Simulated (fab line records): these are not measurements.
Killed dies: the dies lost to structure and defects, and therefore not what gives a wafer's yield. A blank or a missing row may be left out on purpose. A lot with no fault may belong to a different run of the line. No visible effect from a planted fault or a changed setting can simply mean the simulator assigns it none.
fab line records    flow n5Finfet
record lots=7  wafers=19  lastDay=18
route steps=1938 shown GATE_CUT@472 BEOL_M4@1111
lots that met no fault: taken from a fault-free run of the same line
startH: hours from the record's opening day to when the first of the lot's shown wafers began    waitH: hours since the lot's step before    " the same as in the row above    L1.1+2: a single row standing in for several wafers    - no value, or no start was given    * or withheld: withheld    < > ~ a bound
route shown NAME@n: NAME is a module with steps in the file, n the number in the route of the first one    usual: mean/standard deviation taken from wafers without a fault    same: alike in all rows    chamber/n: place in a boat    sites: per-site readings    _std_site: standard deviation of those values    _edge_site: outer sites' mean less inner sites'    radiusMm: for every site, how far away it sits from the centre of the wafer    mask NAME#n: copy n    behind: tool/chamber where the wafer was last shaped    hold: the reason the lot was held/the length of the hold in hours/how it ended    device: transistor that didn't switch, given as n, p or np    end of line: the route-end tests of the same wafers    a step without rows: its recipe alone    killed: at the first sort, the dies lost to defects and structure; wafer yield is something else    map: a wafer's dies, marking killed ones x, the rest . and places with no die _
set.NAME: the setting as run; set.NAME@STEP: as run at that earlier step    model.NAME: the simulator's own value behind a step, which no gauge read
a table for each step, a row for each wafer; lots at some steps of the route
services: from which hour (startH, from the record's first day; less than 0 if before it) a tool's chamber was out of use, for how many hours, and why
## steps
# step N5_GATE_CUT_SRD_32
# recipe timeS=30  tempC=23  rinseLiquid=diw  dry=ipaMarangoni
# step N5_GATE_CUT_SAC_CAP_01
# recipe material=SiNx  targetThkA=240  tempC=400  aldPrecursorFamily=SiH2I2  aldCoReactant=N2/H2-plasma  pulseTimeS=1  aldCycles=480  purgeTimeS=2  coReactantPurgeTimeS=2  pressureTorr=2
# usual chamberPressureTorr=2.000/0.0046  heaterPowerW=829/53  precursorPulseHeightRel=1.003/0.019
lot.wafer  tool       chamber  startH  waitH  chamberPressureTorr  heaterPowerW  precursorPulseHeightRel
L657.2     aldSin-01  0        94.31   0.5    1.999                826           1.031
L657.4     "          2        "       "      2.003                799           1.010
L657.6     "          3        95.40   1.6    1.995                833           0.989
L662.3     aldSin-01  3        125.55  0.0    2.003                819           1.036
L662.4     "          1        "       "      2.001                873           0.977
L662.6     "          0        126.63  1.1    2.005                812           1.007
L663.1     aldSin-03  2        130.21  0.0    2.004                789           0.998
L663.3     "          0        "       "      2.003                915           0.980
L663.6     "          1        131.29  1.1    2.005                862           1.007
L667.2     aldSin-04  0        152.97  0.4    1.997                894           1.004
L667.5     "          2        154.06  1.5    2.009                787           0.988
L667.6     "          3        "       "      1.999                781           1.021
L676.1     aldSin-04  1        209.06  0.0    2.009                874           0.991
L676.2     "          3        "       "      2.006                767           1.014
L677.2     aldSin-03  1        215.04  0.0    1.993                844           1.008
L677.4     "          2        "       "      1.993                780           1.016
L677.6     "          1        216.13  1.1    1.995                852           1.031
L678.1     aldSin-04  0        221.62  0.6    1.997                938           1.003
L678.3     "          3        "       "      2.000                789           0.976
# step N5_GATE_CUT_PECVD_57
# recipe material=SiNx  targetThkA=210  tempC=400  precursor=SiH4/NH3/N2  pressureTorr=1.5  rfW=300
# step N5_GATE_CUT_CMP_02
# recipe stopOn=SiO2  tOverpolishS=12.7  postCmpClean=alkalineBrush  downForcePsi=2.5  platenRpm=51.8  padVelocityMS=1.0307  targetThkNm=0
# step N5_GATE_CUT_HM_DEP_46
# recipe material=SiO2  targetThkA=1300  tempC=400  precursor=TEOS/O2  pressureTorr=6.5  rfW=900  teosFlowSccm=161.4  gas=O2  flowSccm=2650  timeS=26.6
# step N5_GATE_CUT_COAT_34
# recipe resist=SOC  tempC=250  timeS=60  spinRpm=1500  resistThkNm=60
# step N5_GATE_CUT_COAT_35
# recipe resist=SiARC  tempC=220  timeS=60  spinRpm=1500  resistThkNm=10
# step N5_GATE_CUT_COAT_27
# recipe resist=underlayer  tempC=205  timeS=60  spinRpm=1500  resistThkNm=10
# step N5_GATE_CUT_COAT_07
# recipe resist=CAR-EUV  spinRpm=1500  resistThkNm=30
# step N5_GATE_CUT_EBR_09
# recipe solvent=PGMEA  ebrWidthMm=1.5
# step N5_GATE_CUT_SOFTBAKE_08
# recipe tempC=110  timeS=60  resist=CAR-EUV
# step N5_GATE_CUT_EXPOSE_10
# recipe maskId=GATE_CUT  na=0.33  sourceShape=annular  sigmaInner=0.35  sigmaOuter=0.8  polarization=unpolarized  targetCdNm=20  doseMj=43.25
lot.wafer   tool           chamber  startH  waitH  mask
L657.2+4+6  euvScanner-01  0        97.12   -      GATE_CUT#0
L662.3+4+6  euvScanner-01  0        128.49  -      GATE_CUT#0
L663.1+3+6  euvScanner-02  0        133.15  -      GATE_CUT#0
L667.2+5+6  euvScanner-01  0        155.90  -      GATE_CUT#0
L676.1+2    euvScanner-02  0        211.91  -      GATE_CUT#0
L677.2+4+6  euvScanner-02  0        217.86  -      GATE_CUT#0
L678.1+3    euvScanner-02  0        224.42  -      GATE_CUT#0
# step N5_GATE_CUT_PEB_11
# recipe pebTempC=100  pebTimeS=60  resist=CAR-EUV
# step N5_GATE_CUT_DEVELOP_12
# recipe developTimeS=30  developer=TMAH  resist=CAR-EUV  rinseLiquid=surfactantRinse  dry=airSpin  devTempC=23
# step N5_GATE_CUT_CD_MEAS_13
# recipe targetCdNm=20  landingEnergyEv=500  detector=seInlens
# usual cdNm=19.94/0.23
lot.wafer  tool      chamber  startH  waitH  cdNm
L657.2     cdSem-02  0        97.25   -      19.75
L657.4     "         0        "       "      20.06
L657.6     "         0        "       "      19.98
L662.3     cdSem-01  0        128.61  -      19.96
L662.4     "         0        "       "      19.72
L662.6     "         0        "       "      19.79
L663.1     cdSem-02  0        133.28  -      20.19
L663.3     "         0        "       "      19.78
L663.6     "         0        "       "      19.84
L667.2     cdSem-02  0        156.03  -      19.90
L667.5     "         0        "       "      20.06
L667.6     "         0        "       "      19.88
L676.1     cdSem-02  0        212.04  -      17.29
L676.2     "         0        "       "      19.93
L677.2     cdSem-01  0        217.98  -      19.90
L677.4     "         0        "       "      19.71
L677.6     "         0        "       "      17.63
L678.1     cdSem-01  0        224.56  -      17.96
L678.3     "         0        "       "      20.06
# step N5_GATE_CUT_OVL_MEAS_14
# recipe pointsPerWafer=522
# usual GATE_CUT_OVL=0.5/0.73
# same pointsPerWafer=522
lot.wafer  tool        chamber  startH  waitH  GATE_CUT_OVL[nm]
L657.2     overlay-01  0        97.32   0.1    -0.4
L657.4     "           0        "       "      0.4
L657.6     "           0        "       "      -0.2
L662.3     overlay-02  0        128.65  0.0    -0.3
L662.4     "           0        "       "      0.1
L662.6     "           0        "       "      0.0
L663.1     overlay-01  0        133.31  0.0    0.4
L663.3     "           0        "       "      0.5
L663.6     "           0        "       "      1.1
L667.2     overlay-02  0        156.06  0.0    1.6
L667.5     "           0        "       "      1.9
L667.6     "           0        "       "      0.7
L676.1     overlay-02  0        212.07  0.0    -0.2
L676.2     "           0        "       "      1.0
L677.2     overlay-01  0        218.02  0.0    0.7
L677.4     "           0        "       "      0.8
L677.6     "           0        "       "      0.6
L678.1     overlay-02  0        224.59  0.0    -0.5
L678.3     "           0        "       "      -0.2
# step N5_GATE_CUT_INSPECT_15
# recipe mode=adi  inspectInstrument=brightfield
# usual rawDefectCount=140/47
lot.wafer  tool              chamber  startH  waitH  rawDefectCount
L657.2     defectInspect-01  -        97.37   0.0    53
L657.4     "                 -        "       "      71
L657.6     "                 -        "       "      78
L662.3     defectInspect-02  -        128.70  0.0    148
L662.4     "                 -        "       "      204
L662.6     "                 -        "       "      334
L663.1     defectInspect-02  -        133.37  0.1    153
L663.3     "                 -        "       "      110
L663.6     "                 -        "       "      121
L667.2     defectInspect-01  -        156.12  0.0    129
L667.5     "                 -        "       "      103
L667.6     "                 -        "       "      153
L676.1     defectInspect-01  -        212.13  0.1    175
L676.2     "                 -        "       "      148
L677.2     defectInspect-02  -        218.07  0.0    97
L677.4     "                 -        "       "      116
L677.6     "                 -        "       "      112
L678.1     defectInspect-01  -        224.64  0.1    141
L678.3     "                 -        "       "      181
# step N5_GATE_CUT_DESCUM_18
# recipe chemistry=O2  timeS=7  sourcePowerW=50  biasPowerW=20  pressureMtorr=20  rfFrequencyHz=2.712e+07  tempC=40  resist=CAR-EUV  o2FlowSccm=225
# usual chamberPressureMTorr=19.999/0.019  drypumpMotorCurrentA=5.8/0.51  oesProductAu=0.74/0.059  rfVppV=242.9/1.1  showerheadPlenumPTorr=2.08/0.062  throttleValvePct=20.55/0.24
# same timeS=7
lot.wafer  tool        chamber  startH  waitH  chamberPressureMTorr  drypumpMotorCurrentA  oesProductAu  rfHoursCounterH  rfVppV  showerheadPlenumPTorr  throttleValvePct  model.GATE_CUT.cdNm
L657.2     rieDiel-04  2        97.53   0.2    20.027                5.5                   0.78          143              245.0   2.19                   20.48             20
L657.4     "           1        "       "      20.008                6.6                   0.79          -                242.7   2.01                   20.55             20
L657.6     "           0        "       "      20.022                6.1                   0.75          -                244.1   2.09                   20.54             19.8
L662.3     rieDiel-02  3        128.73  0.0    19.974                4.7                   0.75          168              243.0   2.09                   20.63             19.8
L662.4     "           1        "       "      19.989                5.9                   0.70          247              242.1   1.97                   20.31             19.8
L662.6     "           2        "       "      20.001                5.6                   0.78          -                243.6   2.12                   20.21             19.8
L663.1     rieDiel-04  2        133.41  0.0    20.000                5.5                   0.77          153              244.6   2.19                   20.50             20
L663.3     "           3        "       "      19.983                5.7                   0.71          225              239.9   1.98                   20.80             19.8
L663.6     "           2        "       "      20.000                5.5                   0.77          -                244.6   2.19                   20.49             20
L667.2     rieDiel-02  3        156.15  0.0    20.009                4.7                   0.74          179              242.5   2.09                   20.65             19.8
L667.5     "           3        "       "      19.999                4.7                   0.74          -                241.7   2.09                   20.65             20
L667.6     "           2        "       "      20.003                5.6                   0.76          -                242.6   2.11                   20.24             20
L676.1     rieDiel-05  0        212.50  0.4    19.984                5.4                   0.68          223              243.0   2.06                   20.55             17.6
L676.2     "           1        "       "      20.045                6.7                   0.70          216              242.6   2.07                   20.67             20.2
L677.2     rieDiel-04  0        218.10  0.0    19.978                6.1                   0.71          192              242.6   2.08                   20.62             19.8
L677.4     "           2        "       "      19.976                5.5                   0.74          -                243.3   2.18                   20.53             20
L677.6     "           1        "       "      19.998                6.6                   0.76          -                241.8   2.00                   20.61             17.6
L678.1     rieDiel-05  0        224.76  0.1    19.962                5.4                   0.68          227              242.8   2.06                   20.57             17.6
L678.3     "           1        "       "      20.016                6.7                   0.70          221              242.7   2.06                   20.67             20
# step N5_GATE_CUT_ETCH_28
# recipe chemistry=N2/H2  target=underlayer  targetDepthA=130  maskMaterial=CAR-EUV  timeS=10.4  ionEnergyEv=200  pressureMtorr=30  sourceW=840  biasW=150  n2FlowSccm=200  h2FlowSccm=200  ends=cleared
# step N5_GATE_CUT_ETCH_36
# recipe chemistry=CF4  target=SiARC  targetDepthA=130  maskMaterial=CAR-EUV  timeS=21.7  ionEnergyEv=80  pressureMtorr=40  sourceW=545  biasW=36  Ar_flow_sccm=100  cf4FlowSccm=100  ends=cleared
# usual chamberPressureMTorr=40.00/0.033  drypumpMotorCurrentA=5.8/0.51  etchRfOnTimeS=21.7/0.32  oesProductAu=0.64/0.052  rfVppV=183.9/1.1  showerheadPlenumPTorr=2.13/0.059  throttleValvePct=15.75/0.24
lot.wafer  tool        chamber  startH  waitH  chamberPressureMTorr  drypumpMotorCurrentA  etchRfOnTimeS  oesProductAu  rfHoursCounterH  rfVppV  showerheadPlenumPTorr  throttleValvePct
L657.2     rieDiel-04  2        97.59   0.0    39.98                 5.5                   21.5           0.67          143              185.1   2.23                   15.67
L657.4     "           1        "       "      39.98                 6.6                   21.3           0.67          -                183.1   2.07                   15.72
L657.6     "           0        "       "      39.99                 6.1                   21.6           0.63          -                184.6   2.14                   15.74
L662.3     rieDiel-02  3        128.78  0.0    40.03                 4.8                   21.3           0.63          168              184.5   2.14                   15.81
L662.4     "           1        "       "      40.00                 5.9                   21.5           0.60          247              182.4   2.03                   15.68
L662.6     "           2        "       "      40.02                 5.6                   21.4           0.66          -                184.3   2.15                   15.38
L663.1     rieDiel-04  2        133.46  0.0    39.96                 5.5                   21.6           0.66          153              183.7   2.23                   15.69
L663.3     "           3        "       "      39.99                 5.6                   21.4           0.61          225              182.7   2.04                   16.01
L663.6     "           2        "       "      40.04                 5.5                   21.7           0.66          -                185.0   2.23                   15.69
L667.2     rieDiel-02  3        156.21  0.0    39.94                 4.8                   21.3           0.64          179              184.0   2.14                   15.84
L667.5     "           3        "       "      39.96                 4.7                   21.5           0.63          -                183.7   2.14                   15.84
L667.6     "           2        "       "      39.96                 5.6                   21.5           0.65          -                183.8   2.15                   15.40
L676.1     rieDiel-05  0        212.56  0.0    39.94                 5.4                   21.8           0.58          223              185.0   2.11                   15.81
L676.2     "           1        "       "      40.02                 6.7                   21.2           0.60          216              182.6   2.12                   15.92
L677.2     rieDiel-04  0        218.16  0.0    39.97                 6.1                   21.9           0.60          192              184.6   2.13                   15.80
L677.4     "           2        "       "      39.97                 5.5                   21.5           0.65          -                185.0   2.22                   15.74
L677.6     "           1        "       "      39.93                 6.6                   21.7           0.65          -                184.7   2.06                   15.78
L678.1     rieDiel-05  0        224.82  0.0    40.03                 5.4                   22.1           0.58          227              183.6   2.11                   15.82
L678.3     "           1        "       "      39.99                 6.7                   21.6           0.59          221              184.8   2.12                   15.92
# step N5_GATE_CUT_ETCH_37
# recipe chemistry=N2/H2  target=SOC  targetDepthA=600  overetchA=120  maskMaterial=SiARC  tempC=40  timeS=90  ionEnergyEv=200  pressureMtorr=30  sourceW=840  biasW=150  n2FlowSccm=200  h2FlowSccm=200
# usual chamberPressureMTorr=30.000/0.026  drypumpMotorCurrentA=5.8/0.51  oesProductAu=0.67/0.052  rfVppV=523.5/2.2  showerheadPlenumPTorr=2.53/0.075  throttleValvePct=17.95/0.24
# same timeS=90
lot.wafer  tool        chamber  startH  waitH  chamberPressureMTorr  drypumpMotorCurrentA  oesProductAu  rfHoursCounterH  rfVppV  showerheadPlenumPTorr  throttleValvePct
L657.2     rieDiel-04  2        97.61   0.0    30.018                5.5                   0.70          143              527.4   2.65                   17.81
L657.4     "           1        "       "      29.993                6.6                   0.71          -                519.1   2.45                   18.01
L657.6     "           0        "       "      30.000                6.1                   0.67          -                523.1   2.53                   17.81
L662.3     rieDiel-02  3        128.81  0.0    30.022                4.8                   0.67          168              523.7   2.54                   18.04
L662.4     "           1        "       "      29.987                5.9                   0.63          247              520.8   2.41                   17.85
L662.6     "           2        "       "      29.994                5.6                   0.69          -                525.1   2.56                   17.60
L663.1     rieDiel-04  2        133.49  0.0    30.004                5.5                   0.69          153              527.2   2.65                   17.82
L663.3     "           3        "       "      30.006                5.7                   0.63          225              521.5   2.40                   18.12
L663.6     "           2        "       "      30.032                5.5                   0.69          -                526.4   2.65                   17.82
L667.2     rieDiel-02  3        156.23  0.0    30.030                4.8                   0.66          179              523.5   2.53                   18.05
L667.5     "           3        "       "      30.028                4.7                   0.66          -                521.7   2.53                   18.05
L667.6     "           2        "       "      29.949                5.6                   0.68          -                524.6   2.56                   17.60
L676.1     rieDiel-05  0        212.58  0.0    29.966                5.4                   0.62          223              522.7   2.51                   18.00
L676.2     "           1        "       "      30.013                6.7                   0.62          216              523.1   2.51                   18.07
L677.2     rieDiel-04  0        218.18  0.0    29.999                6.1                   0.63          192              523.8   2.52                   17.85
L677.4     "           2        "       "      29.999                5.5                   0.68          -                525.2   2.64                   17.86
L677.6     "           1        "       "      29.992                6.6                   0.68          -                520.8   2.43                   18.07
L678.1     rieDiel-05  0        224.84  0.0    29.994                5.4                   0.61          227              525.1   2.51                   18.01
L678.3     "           1        "       "      30.022                6.7                   0.61          221              523.5   2.51                   18.08
# step N5_GATE_CUT_STRIP_38
# recipe chemistry=N2/H2  tempC=40  n2FlowSccm=200  h2FlowSccm=200  rfFrequencyHz=6e+07
# step N5_GATE_CUT_STRIP_39
# recipe chemistry=N2/H2  tempC=40  n2FlowSccm=200  h2FlowSccm=200  rfFrequencyHz=6e+07
# step N5_GATE_CUT_HM_OPEN_40
# recipe chemistry=C4F6/O2  target=SiO2  maskMaterial=SiARC  targetDepthA=1390  timeS=85.1  ionEnergyEv=250  pressureMtorr=30  sourceW=345  biasW=185  Ar_flow_sccm=300  C4F6_flow_sccm=10  O2_flow_sccm=10  ends=cleared
# step N5_GATE_CUT_STRIP_41
# recipe chemistry=CF4  resist=SiARC  powerW=300  biasPowerW=75  pressureMtorr=50  cf4FlowSccm=150  rfFrequencyHz=6e+07
# step N5_GATE_CUT_STRIP_42
# recipe chemistry=O2  powerW=400  tempC=40  pressureMtorr=30  rfFrequencyHz=6e+07  biasPowerW=0  overashFraction=0.3  o2FlowSccm=225
# step N5_GATE_CUT_ETCH_19
# recipe chemistry=CH3F/O2  target=SiNx  maskMaterial=SiO2  targetDepthA=537  timeS=76.7  pressureMtorr=30  sourceW=395  biasW=73  Ar_flow_sccm=150  CH3F_flow_sccm=30  O2_flow_sccm=20  ionEnergyEv=120  ends=cleared
# step N5_GATE_CUT_CUT_ETCH_53
# recipe chemistry=SF6/Cl2  target=W  maskMaterial=SiO2  targetDepthA=792  pressureMtorr=8  icpW=900  biasW=80  SF6_flow_sccm=40  Cl2_flow_sccm=60  ends=cleared
# usual chamberPressureMTorr=8.000/0.0065  drypumpMotorCurrentA=5.9/0.41  etchRfOnTimeS=26.2/0.47  mfcCl2Sccm=60.00/0.17  oesProductAu=0.72/0.087  throttleValvePct=28.69/0.15
lot.wafer  tool         chamber  startH  waitH  chamberPressureMTorr  drypumpMotorCurrentA  etchRfOnTimeS  mfcCl2Sccm  oesProductAu  rfHoursCounterH  throttleValvePct
L657.2     rieMetal-01  0        97.93   0.1    7.998                 5.7                   25.6           60.08       0.87          3                28.59
L657.4     "            1        "       "      8.001                 5.3                   26.4           60.20       0.71          -                28.53
L657.6     "            1        "       "      8.003                 5.3                   26.2           60.13       0.72          -                28.54
L662.3     rieMetal-01  1        129.14  0.1    7.996                 5.3                   27.1           59.69       0.70          -                28.54
L662.4     "            0        "       "      7.990                 5.7                   26.0           60.13       0.85          -                28.59
L662.6     "            0        "       "      7.997                 5.7                   25.9           59.81       0.85          -                28.60
L663.1     rieMetal-01  0        133.81  0.1    8.002                 5.8                   25.8           60.21       0.85          6                28.60
L663.3     "            1        "       "      7.999                 5.3                   26.8           60.05       0.70          -                28.52
L663.6     "            0        "       "      8.010                 5.8                   26.1           60.29       0.85          -                28.59
L667.2     rieMetal-03  0        156.54  0.1    7.996                 6.1                   26.9           59.73       0.59          90               29.00
L667.5     "            0        "       "      8.005                 6.2                   26.7           60.18       0.60          -                29.02
L667.6     "            1        "       "      7.993                 5.9                   26.1           60.17       0.77          -                28.65
L676.1     rieMetal-03  1        212.89  0.1    8.009                 6.0                   26.1           60.35       0.76          22               28.66
L676.2     "            0        "       "      8.006                 6.1                   27.2           60.12       0.59          93               29.01
L677.2     rieMetal-02  0        218.50  0.1    7.991                 6.5                   26.0           59.72       0.63          75               28.70
L677.4     "            0        "       "      8.003                 6.5                   26.0           59.80       0.63          -                28.72
L677.6     "            0        "       "      8.000                 6.5                   26.1           59.90       0.63          -                28.72
L678.1     rieMetal-02  0        225.16  0.1    8.002                 6.5                   26.0           59.93       0.63          76               28.73
L678.3     "            1        "       "      7.990                 6.3                   25.8           60.32       0.67          -                28.76
# step N5_GATE_CUT_CUT_ETCH_54
# recipe chemistry=Cl2/BCl3  target=TiN  maskMaterial=SiO2  targetDepthA=967  pressureMtorr=10  icpW=1000  biasW=126  Cl2_flow_sccm=53.25  bcl3FlowSccm=21.75  Ar_flow_sccm=25  ends=cleared
# usual chamberPressureMTorr=10.000/0.0084  drypumpMotorCurrentA=5.9/0.41  etchRfOnTimeS=36.6/0.6  mfcCl2Sccm=53.24/0.15  oesProductAu=0.72/0.088  throttleValvePct=22.09/0.14
lot.wafer  tool         chamber  startH  waitH  chamberPressureMTorr  drypumpMotorCurrentA  etchRfOnTimeS  mfcCl2Sccm  oesProductAu  rfHoursCounterH  throttleValvePct
L657.2     rieMetal-01  0        97.99   0.0    9.999                 5.8                   36.3           53.05       0.86          3                22.01
L657.4     "            1        "       "      10.007                5.3                   37.7           53.20       0.71          -                21.97
L657.6     "            1        "       "      10.002                5.3                   36.9           53.15       0.71          -                21.96
L662.3     rieMetal-01  1        129.20  0.0    10.002                5.3                   37.0           53.15       0.71          -                21.96
L662.4     "            0        "       "      9.991                 5.8                   35.8           52.95       0.86          -                22.01
L662.6     "            0        "       "      9.996                 5.8                   36.1           52.78       0.85          -                22.00
L663.1     rieMetal-01  0        133.87  0.0    9.986                 5.8                   36.4           52.99       0.84          6                22.00
L663.3     "            1        "       "      10.008                5.3                   37.2           53.48       0.70          -                21.98
L663.6     "            0        "       "      10.012                5.8                   36.3           53.14       0.85          -                22.01
L667.2     rieMetal-03  0        156.60  0.0    9.998                 6.1                   37.2           53.33       0.60          90               22.42
L667.5     "            0        "       "      10.000                6.1                   37.6           53.40       0.60          -                22.42
L667.6     "            1        "       "      10.001                6.0                   36.3           53.28       0.78          -                22.05
L676.1     rieMetal-03  1        212.95  0.0    10.006                6.0                   36.1           53.25       0.76          22               22.07
L676.2     "            0        "       "      9.993                 6.1                   37.5           53.18       0.59          93               22.42
L677.2     rieMetal-02  0        218.56  0.0    9.985                 6.5                   36.6           53.40       0.63          75               22.09
L677.4     "            0        "       "      10.004                6.5                   36.5           53.48       0.63          -                22.10
L677.6     "            0        "       "      10.001                6.5                   36.4           53.24       0.64          -                22.10
L678.1     rieMetal-02  0        225.22  0.0    10.008                6.5                   36.7           53.28       0.62          76               22.10
L678.3     "            1        "       "      10.002                6.3                   35.9           53.09       0.68          -                22.05
# step N5_GATE_CUT_CUT_ETCH_55
# recipe chemistry=BCl3  target=HfO2  maskMaterial=SiO2  targetDepthA=32  ionEnergyEv=30  pressureMtorr=5  icpW=450  biasW=18  bcl3FlowSccm=80
# step N5_GATE_CUT_ETCH_47
# recipe chemistry=Cl2/BCl3  target=SiO2  targetDepthA=100  pressureMtorr=10  icpW=1000  biasW=126  Cl2_flow_sccm=53.25  bcl3FlowSccm=21.75  Ar_flow_sccm=25
# usual chamberPressureMTorr=10.000/0.0092  drypumpMotorCurrentA=5.9/0.41  mfcCl2Sccm=53.26/0.15  oesProductAu=0.79/0.095  throttleValvePct=22.62/0.14
lot.wafer  tool         chamber  startH  waitH  chamberPressureMTorr  drypumpMotorCurrentA  mfcCl2Sccm  oesProductAu  rfHoursCounterH  throttleValvePct  model.GATE_CUT.cdNm
L657.2     rieMetal-01  0        98.08   0.0    10.000                5.7                   53.47       0.95          3                22.54             20.2
L657.4     "            1        "       "      9.986                 5.3                   53.18       0.80          -                22.49             19.8
L657.6     "            1        "       "      10.001                5.3                   53.30       0.79          -                22.50             19.8
L662.3     rieMetal-01  1        129.28  0.0    9.988                 5.3                   53.44       0.78          -                22.49             19.4
L662.4     "            0        "       "      9.985                 5.7                   53.16       0.94          -                22.54             20.2
L662.6     "            0        "       "      9.999                 5.8                   53.26       0.94          -                22.56             19.8
L663.1     rieMetal-01  0        133.96  0.0    10.002                5.7                   53.39       0.94          6                22.56             20.2
L663.3     "            1        "       "      10.005                5.3                   53.64       0.77          -                22.49             19.6
L663.6     "            0        "       "      9.990                 5.7                   53.15       0.93          -                22.55             20.2
L667.2     rieMetal-03  0        156.69  0.0    9.999                 6.1                   53.32       0.66          90               22.94             20
L667.5     "            0        "       "      9.980                 6.1                   53.46       0.66          -                22.93             19.6
L667.6     "            1        "       "      10.001                6.0                   53.02       0.85          -                22.59             20
L676.1     rieMetal-03  1        213.04  0.0    10.001                6.0                   53.18       0.83          22               22.63             17.6
L676.2     "            0        "       "      10.010                6.1                   53.23       0.66          93               22.95             20.8
L677.2     rieMetal-02  0        218.65  0.0    9.989                 6.5                   53.29       0.70          75               22.62             20
L677.4     "            0        "       "      10.002                6.5                   53.14       0.69          -                22.62             19.6
L677.6     "            0        "       "      9.995                 6.5                   53.28       0.70          -                22.62             17.4
L678.1     rieMetal-02  0        225.31  0.0    10.007                6.5                   53.25       0.70          76               22.62             17.4
L678.3     "            1        "       "      9.999                 6.3                   53.35       0.74          -                22.60             20.4
# step N5_GATE_CUT_VAPOR_ETCH_48
# recipe chemistry=BCl3/Cl2  target=TiN  mode=isotropic
# step N5_BEOL_M4_RC_MEAS_101
# usual DIBL_N=36.3/1.2  DIBL_P=36.3/1.4  IOFF_N=0.157/0.02  IOFF_P=0.22/0.033  ION_N=675/9.6  ION_P=465/8.2  SS_N=71.4/0.45  SS_P=73.3/0.54  VT_N=249.8/2.5  VT_P=-249/3.2
lot.wafer  tool       chamber  startH  waitH  DIBL_N[mV/V]  DIBL_P[mV/V]  IOFF_N[nA/um]  IOFF_P[nA/um]  ION_N[uA/um]  ION_P[uA/um]  SS_N[mV/dec]  SS_P[mV/dec]  VT_N[mV]  VT_P[mV]
L657.2     prober-01  0        188.04  0.2    36.7          37.2          0.161          0.19           675           454           70.6          72.9          250.2     -252
L657.4     "          0        "       "      35.9          35.8          0.147          0.18           681           458           71.0          72.7          248.5     -250
L657.6     "          0        "       "      36.0          36.6          0.156          0.19           677           460           71.7          73.4          249.3     -250
L662.3     prober-02  0        234.80  0.3    36.7          36.4          0.158          0.19           680           459           71.3          73.7          247.9     -250
L662.4     "          0        "       "      36.7          35.6          0.156          0.19           676           457           71.0          73.4          248.9     -249
L662.6     "          0        "       "      38.6          38.6          0.194          0.23           673           459           72.3          73.2          244.4     -249
L663.1     prober-01  0        247.92  0.0    37.6          35.5          0.165          0.23           679           464           71.4          73.5          250.5     -247
L663.3     "          0        "       "      38.6          37.0          0.182          0.26           688           477           71.7          73.7          249.2     -246
L663.6     "          0        "       "      38.0          35.8          0.156          0.22           674           467           71.6          73.5          251.0     -249
L667.2     prober-01  0        269.58  0.2    37.1          37.2          0.183          0.26           688           473           71.0          73.9          245.6     -246
L667.5     "          0        "       "      36.2          36.6          0.171          0.24           686           474           70.9          73.2          247.6     -247
L667.6     "          0        "       "      36.9          37.6          0.184          0.25           689           471           71.5          73.6          245.5     -246
L677.2     prober-01  0        307.35  0.2    37.1          37.2          0.175          0.28           680           472           71.5          73.8          246.7     -245
L677.4     "          0        "       "      36.1          35.8          0.147          0.25           665           465           71.4          72.6          250.7     -246
L676.2     prober-02  0        315.19  0.2    36.9          36.3          0.167          0.25           680           475           71.6          73.2          248.0     -246
L678.3     prober-02  0        331.97  0.3    35.9          37.1          0.151          0.25           678           478           71.2          72.8          251.6     -247
## services
tool           chamber  startH  hours  kind
euvScanner-02  -        74.90   4.6    pm
euvScanner-02  -        85.10   1.0    pm
aldSin-04      3        85.24   15.2   repair
euvScanner-01  -        86.11   1.0    pm
rieDiel-02     3        86.41   11.3   repair
aldSin-01      3        89.03   4.4    repair
rieDiel-04     3        97.35   10.8   repair
rieDiel-04     -        100.48  4.0    repair
euvScanner-01  -        108.63  10.2   repair
euvScanner-01  -        130.99  4.6    pm
euvScanner-01  -        137.47  0.8    repair
rieDiel-02     -        139.51  0.9    repair
euvScanner-02  -        141.25  1.0    pm
euvScanner-01  -        142.26  1.0    pm
aldSin-03      -        176.81  14.0   pm
aldSin-01      -        189.68  4.3    pm
euvScanner-02  -        197.40  1.0    pm
euvScanner-01  -        198.41  1.0    pm
rieDiel-02     0        202.66  7.8    repair
rieDiel-02     2        206.69  6.6    repair
rieDiel-04     3        210.24  -      clean
rieDiel-04     3        210.24  -      consumableReplace:focusRing
rieDiel-04     3        210.24  -      consumableReplace:showerhead
rieDiel-04     3        210.24  16.8   scheduledDown
## key
firstSign step=N5_GATE_CUT_CD_MEAS_13  reading=cdNm  direction=down  sigmas=9.9  usual=19.94  struck=17.63
effect none on later readings
modelEffect step=N5_GATE_CUT_DESCUM_18  value=GATE_CUT.cdNm  without=20  struck=17.6
modelEffect step=N5_GATE_CUT_ETCH_47  value=GATE_CUT.cdNm  without=19.8  struck=17.47
metAt N5_GATE_CUT_EXPOSE_10
struckWafers L676.1,L677.6,L678.1
laterRowsLeftOut L676.1,L677.6,L678.1
sortLeftOut L676.1,L677.6,L678.1
onsetBetween 133.15 211.91
fault kind=processParameterDrift  tool=euvScanner-02  chamber=-  onsetH=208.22  steps=N5_GATE_CUT_EXPOSE_10  channel=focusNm  offset=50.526  shape=step  endH=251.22  scope=struckWafersOnly
# sortLeftOut: the simulated sort isn't trusted on such a fault, so these wafers' sort isn't shown, and their yield isn't known
# laterRowsLeftOut: the simulator's readings of these wafers behind a module that went badly wrong aren't trusted and aren't shown, but for the sort
